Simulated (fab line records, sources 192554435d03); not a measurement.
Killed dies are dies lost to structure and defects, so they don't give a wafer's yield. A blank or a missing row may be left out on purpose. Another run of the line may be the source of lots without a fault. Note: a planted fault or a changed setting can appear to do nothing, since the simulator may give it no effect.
A struck lot beside a sound one -- flow n5-finfet -- 16 out of 1938 route steps
Sound: these wafers, L753.1, L753.3, L753.6. Struck: wafer L744.4 (left out: L744.3, L744.5 of the same lot, which were not struck); the cause appears at the end.
Per side, at each step with rows, come the tool, then ch with its chambers, and then its first start. Under that, the readings that differ: sound wafers -- struck wafers -- difference of the means -- sigmas: that difference in standard deviations of wafers without a fault.
alike: readings with means less than 2 such deviations apart, plus words and numbers identical on both sides. not compared: withheld readings, readings lacking a value on some wafer, bounds such as >300 that could conceal the same value, and numbers that have no deviation in the record and whose values overlap.
The two part at a step that has a row with sigmas, a row that says differs or no value, or rows on one side only. Non-overlapping numbers with no deviation appear without sigmas and do not part them. A reading that every wafer of one side lacks parts them only if that side has two wafers or more.

N5_BEOL_M3_SPUTTER_90: material Cu, target thk 4.5 nm, time 8.29 s.
  sound on pvd-sputter-01 at day 11 05:41; struck on pvd-sputter-01 at day 8 14:55
  alike: throttle-valve-pct
N5_BEOL_M3_ANNEAL_91: time 240 s.
  sound on pvd-sputter-01 at day 11 05:46; struck on pvd-sputter-01 at day 8 14:59
  alike: heater-power-w
then, 1 step without rows for these wafers: N5_BEOL_M3_SPUTTER_92 (material Cu, target thk 4.5 nm, time 8.29 s).
N5_BEOL_M3_ANNEAL_93: time 240 s.
  sound on pvd-sputter-01 at day 11 05:59; struck on pvd-sputter-01 at day 8 15:13
  alike: heater-power-w
then, 2 steps without rows for these wafers: N5_BEOL_M3_SPUTTER_94 (material Cu, target thk 4.5 nm, time 8.29 s); N5_BEOL_M3_ANNEAL_95 (time 240 s).
N5_BEOL_M3_SPUTTER_96: material Cu, target thk 4.5 nm, time 8.29 s.
  sound on pvd-sputter-01 at day 11 06:21; struck on pvd-sputter-01 at day 8 15:34
  alike: throttle-valve-pct
then, 2 steps without rows for these wafers: N5_BEOL_M3_ECD_50 (material Cu, target thk 300 nm); N5_BEOL_M3_ANNEAL_51 (time 90 s).
N5_BEOL_M3_CMP_52: polishes, stops on SiOC, t overpolish 6.8 s, target thk 40 nm.
  sound on cmp-04 ch 0,3, day 11 07:08; struck on cmp-01 ch 1, day 8 16:08
  alike: barrier-field-endpoint-s, clearing-platen-down-force-psi, head-pressure-psi, motor-current-A, overpolish-run-s, slurry-filter-dp-kPa, time-to-endpoint-s
N5_BEOL_M3_THK_MEAS_53: measures by xrf.
  sound on film-metro-01 at day 11 07:26; struck on film-metro-01 at day 8 16:22
  alike: M3_THK
then, 1 step without rows for these wafers: N5_BEOL_M3_PRE_CLEAN_60 (time 15 s).
N5_BEOL_M3_CO_CAP_55: material Co, precursor CCTBA/H2, target thk 2 nm, time 102.1 s.
  sound on cvd-co-01 ch 0,1,2, day 11 07:31; struck on cvd-co-02 ch 2, day 8 16:26
reading,sound,struck,difference,sigmas
run-length-s (s),124.5 125.2 124.9,180.3,+55.4,+99 or more
model.Co_of_BEOL_M3_CO_CAP_55.thk-nm (nm),2 2 2,3,+1,
  alike: heater-power-w
  not compared: since-wet-clean-h
then, 1 step without rows for these wafers: N5_BEOL_M3_PRE_CLEAN_56 (time 15 s).
N5_BEOL_M4_RC_MEAS_101:
  sound on prober-01 ch 0, day 11 19:15; struck on prober-01 ch 0, day 9 07:44
  alike: DIBL_N, DIBL_P, IOFF_N, IOFF_P, ION_N, ION_P, SS_N, SS_P, VT_N, VT_P
-- here the record skips 5 days between the struck wafers' starts before and after, leaving off in module BEOL_M4 and picking up in module PASSIVATION (first step shown: number 1936 of the route) --
N5_PASSIVATION_PROBE_49:
  record: rows for the struck wafers here (prober-02, day 14 04:55), none for the sound ones

WHERE THEY PART
Last at N5_PASSIVATION_PROBE_49 as far as this record goes, first at N5_BEOL_M3_CO_CAP_55.

WHY: the cause the simulator had injected
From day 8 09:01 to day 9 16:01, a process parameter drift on cvd-co-02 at N5_BEOL_M3_CO_CAP_55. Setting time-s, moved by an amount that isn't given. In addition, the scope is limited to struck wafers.
